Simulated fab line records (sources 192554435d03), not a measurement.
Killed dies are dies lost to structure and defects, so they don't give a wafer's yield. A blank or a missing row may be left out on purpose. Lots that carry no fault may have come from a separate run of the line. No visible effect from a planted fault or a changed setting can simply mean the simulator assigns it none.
Lot-split experiment | flow n5Finfet | on a route of 1938 steps: 7 lots, 21 wafers read

## THE SPLIT
At N5_BEOL_M1_EXPOSE_08 (exposes mask M1), the setting doseMj was moved away from the recipe's 33 on 9 of the 21 wafers read, by -7.3% to +5.0%. For the rest of the wafers, this setting stayed at what the recipe calls for.

## FROM THE SPLIT TO THE READING: what the file shows between them, 17 steps
- N5_BEOL_M1_PEB_09: peb time 60 s
- N5_BEOL_M1_DEVELOP_10: develop time 30 s
- N5_BEOL_M1_CD_MEAS_11: target cd 17.05 nm
- N5_BEOL_M1_DESCUM_16: chemistry O2, time 7 s
- N5_BEOL_M1_ETCH_74: etches underlayer in N2/H2, target depth 6.5 nm, time 5.2 s
- N5_BEOL_M1_ETCH_63: etches SiARC in CF4, target depth 15.6 nm, time 26 s
- N5_BEOL_M1_ETCH_64: etches SOC in N2/H2, target depth 75 nm, overetch 15 nm, time 112.5 s
- N5_BEOL_M1_STRIP_65: strips in N2/H2
- N5_BEOL_M1_STRIP_75: strips in N2/H2
- N5_BEOL_M1_STRIP_66: strips in CF4
- N5_BEOL_M1_HM_OPEN_17: chemistry Cl2/BCl3, target TiN, target depth 20 nm, overetch 6 nm
- N5_BEOL_M1_STRIP_19: strips in O2
- N5_BEOL_M1_CD_MEAS_18: pitch 36 nm, target cd 18 nm
- N5_BEOL_M1_COAT_67: time 60 s, resist thk 60 nm
- N5_BEOL_M1_COAT_68: time 60 s, resist thk 12 nm
- N5_BEOL_M1_PRECLEAN_42: cleans in residue remover, time 60 s
- N5_BEOL_M1_SRD_43: time 30 s

## THE READING
cdNm, in nm, at N5_BEOL_M1_CD_MEAS_35 (target cd 18 nm, target cd y 21 nm). Fault-free wafers of this fab line usually give 18.0 nm, standard deviation 0.35 nm.

wafer  | tool, chamber at the split | doseMj as run | against the recipe | cdNm, nm | against lot-mates on the recipe
L079.3 | euvScanner-01, 0           | 33            | recipe             | 17.8     | -
L079.5 | euvScanner-01, 0           | 33            | recipe             | 18.3     | -
L079.6 | euvScanner-01, 0           | 33            | recipe             | 17.6     | -
L080.1 | euvScanner-01, 0           | 33            | recipe             | 18.0     | -
L080.5 | euvScanner-01, 0           | 30.58         | -7.3%              | 16.8     | -1.2
L080.6 | euvScanner-01, 0           | 30.58         | -7.3%              | 17.2     | -0.8
L086.1 | euvScanner-02, 0           | 34.64         | +5.0%              | 19.6     | +1.3
L086.2 | euvScanner-02, 0           | 33            | recipe             | 18.0     | -
L086.3 | euvScanner-02, 0           | 33            | recipe             | 18.6     | -
L087.1 | euvScanner-02, 0           | 34.17         | +3.5%              | 18.7     | +0.7
L087.4 | euvScanner-02, 0           | 34.17         | +3.5%              | 18.6     | +0.6
L087.5 | euvScanner-02, 0           | 33            | recipe             | 18.0     | -
L088.1 | euvScanner-01, 0           | 33            | recipe             | 18.3     | -
L088.3 | euvScanner-01, 0           | 33            | recipe             | 18.4     | -
L088.6 | euvScanner-01, 0           | 33            | recipe             | 18.1     | -
L089.2 | euvScanner-01, 0           | 33            | recipe             | 17.7     | -
L089.4 | euvScanner-01, 0           | 34.19         | +3.6%              | 18.5     | +0.8
L089.6 | euvScanner-01, 0           | 34.19         | +3.6%              | 18.8     | +1.1
L093.4 | euvScanner-01, 0           | 34.23         | +3.7%              | 17.8     | +0.9
L093.5 | euvScanner-01, 0           | 34.23         | +3.7%              | 18.3     | +1.4
L093.6 | euvScanner-01, 0           | 33            | recipe             | 16.9     | -

THE FIT
A straight line over all 21 wafers: cdNm changes by +0.152 nm for each +1% of doseMj; r = +0.75; the points scatter about the line by 0.45 nm.
The same after taking each lot's own level away (the mean of its wafers on the recipe; 21 wafers): +0.188 nm for each +1%; r = +0.91; scatter 0.27 nm.
According to that fit, moving doseMj by its largest amount changes the reading by 1.4 nm.
Measured against the standard deviation above, the lots' own levels, which go from 16.90 to 18.30 nm, span 4.0 times it.
So the lot-to-lot level blurs the effect unless lot-mates are compared.
Check: -1.29 nm against its lot-mates is what the line predicts for one of the wafers moved furthest among these (-7.3%) when that wafer is left out of the fit. It came out at -1.2 nm against them.

## THE WHOLE CHAIN: every reading that the file lists as answering this split, in the file's order
step                  | what it does                                                      | reading                                                             | change (the file's fit)               | r (the file's)
N5_BEOL_M1_CD_MEAS_11 | target cd 17.05 nm                                                | cdNm                                                                | +0.241 nm for each +1% of the setting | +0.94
N5_BEOL_M1_ETCH_74    | etches underlayer in N2/H2, target depth 6.5 nm, time 5.2 s       | BEOL_M1.cdOffsetNm (the simulator's own value, which no gauge read) | +0.198 nm for each +1% of the setting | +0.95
N5_BEOL_M1_ETCH_63    | etches SiARC in CF4, target depth 15.6 nm, time 26 s              | BEOL_M1.cdOffsetNm (the simulator's own value, which no gauge read) | +0.19 nm for each +1% of the setting  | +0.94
N5_BEOL_M1_HM_OPEN_17 | chemistry Cl2/BCl3, target TiN, target depth 20 nm, overetch 6 nm | BEOL_M1.cdOffsetNm (the simulator's own value, which no gauge read) | +0.217 nm for each +1% of the setting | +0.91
N5_BEOL_M1_CD_MEAS_18 | pitch 36 nm, target cd 18 nm                                      | cdNm                                                                | +0.227 nm for each +1% of the setting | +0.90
N5_BEOL_M1_CD_MEAS_35 | target cd 18 nm, target cd y 21 nm                                | cdNm                                                                | +0.197 nm for each +1% of the setting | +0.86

## FILE'S OWN FIT
cdNm changes by +0.197 nm for each +1% of doseMj, r = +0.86.
